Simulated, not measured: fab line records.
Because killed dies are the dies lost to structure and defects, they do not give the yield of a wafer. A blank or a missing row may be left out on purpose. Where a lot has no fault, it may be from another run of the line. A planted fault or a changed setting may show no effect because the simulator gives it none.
8D (eight disciplines) problem report, filled in by code || flow n5 finfet || the parts of the form that need people (team, actions taken, sign-off) are left out

== 1. WHAT WENT WRONG ==
Wafers without a fault read 6.801 s, standard deviation 0.0085; overpolish run s at N5_BEOL_M1_CMP_52 reads a mean of 1.353 s on 3 wafers belonging to 2 lots. That is -99 or more standard deviations from the usual mean.
The step: polishes, stops on SiOC, t overpolish 6.8 s, target thk 40 nm.
Seen first at day 9 02:58 on cmp-04, wafer L373.4. At this step, 27 wafers from 9 lots have a number in the record. The rule behind "out" and "out of limits": a value lying over 4 standard deviations away from the usual mean. The rest of the wafers with a number are treated as sound.

== 2. WHAT IT IS, WHAT IT ISN'T ==
{"question": "which readings at this step", "is": "overpolish run s, barrier field endpoint s", "is not": "motor current A"}
{"question": "which lots", "is": "L373, L376", "is not": "L364, L370, L371, L372, L374, L385, L386"}
{"question": "which wafers of those lots", "is": "L373.4, L373.5, L376.1", "is not": "L373.3, L376.2, L376.6"}
{"question": "read on which tools", "is": "cmp-03, cmp-04", "is not": "cmp-02"}
{"question": "when", "is": "from day 9 02:58", "is not": "up to then (13 sound wafers); but 11 sound wafers of L374, L376, L385, L386 came after"}

== 3. THE SUSPECTS, EACH WITH WHAT RULES IT OUT ==
Counting: a tool at a process step up to the reading stays a suspect if it ran every lot that is out. Sound lots after the first of them don't rule it out here, since some wafers of a struck lot are sound.
- pecvd-02 at N5_BEOL_M1_PECVD_72 (deposits SiO2 from TEOS/O2, target thk 16 nm, time 18 s): kept. Every lot that is out went through it, the first being L373 (day 8 09:18); the last sound lot it ran before that was L372 (day 8 01:56).
After counting, what remains is pecvd-02 at N5_BEOL_M1_PECVD_72.

== 4. THE CAUSE (what the simulator had put in) ==
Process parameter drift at N5_BEOL_M1_PECVD_72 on pecvd-02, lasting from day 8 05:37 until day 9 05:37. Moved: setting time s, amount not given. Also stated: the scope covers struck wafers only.
The count eliminated every tool but this one.

== 5. SEQUENCE OF EFFECTS, ordered by route ==
Rows list readings where the struck wafers' mean (over those with a number) sits beyond 3 standard deviations from the usual. Only readings for which the record gives a usual standard deviation are gone through. hours: the time from each lot's start at the first step in this table that gives one to its start at this step, as a median over the lots. sigmas: the change in usual standard deviations.
{"hours": 0, "step": "N5_BEOL_M1_CMP_52", "reading": "barrier field endpoint s", "usual": "24.5 s", "on struck wafers": 39.8, "change": "+15.3", "sigmas": "+27"}
{"hours": 0, "step": "N5_BEOL_M1_CMP_52", "reading": "overpolish run s", "usual": "6.801 s", "on struck wafers": 1.353, "change": -5.448, "sigmas": "-99 or more"}
It contains these process steps:
- N5_BEOL_M1_CMP_52: polishes, stops on SiOC, t overpolish 6.8 s, target thk 40 nm.
At these later measuring or inspecting steps, every struck wafer for which the step has a row has a number for every such reading, and none has moved that far: N5_BEOL_M4_RC_MEAS_101.

== 6. HOW IT WOULD HAVE BEEN CAUGHT EARLIER ==
In this record the first reading out of limits was taken at day 9 02:58, 21 hours after the fault began at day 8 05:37.
An alarm limit of 4 standard deviations would not have fired on the tool readings at N5_BEOL_M1_PECVD_72 for which the record gives a usual standard deviation, since none of them was out on any struck wafer.
By day 9 02:58 the whole set of lots that are out, 2 in number, had already begun N5_BEOL_M1_PECVD_72 on pecvd-02. Tool hold at that time: it would have spared none of them.
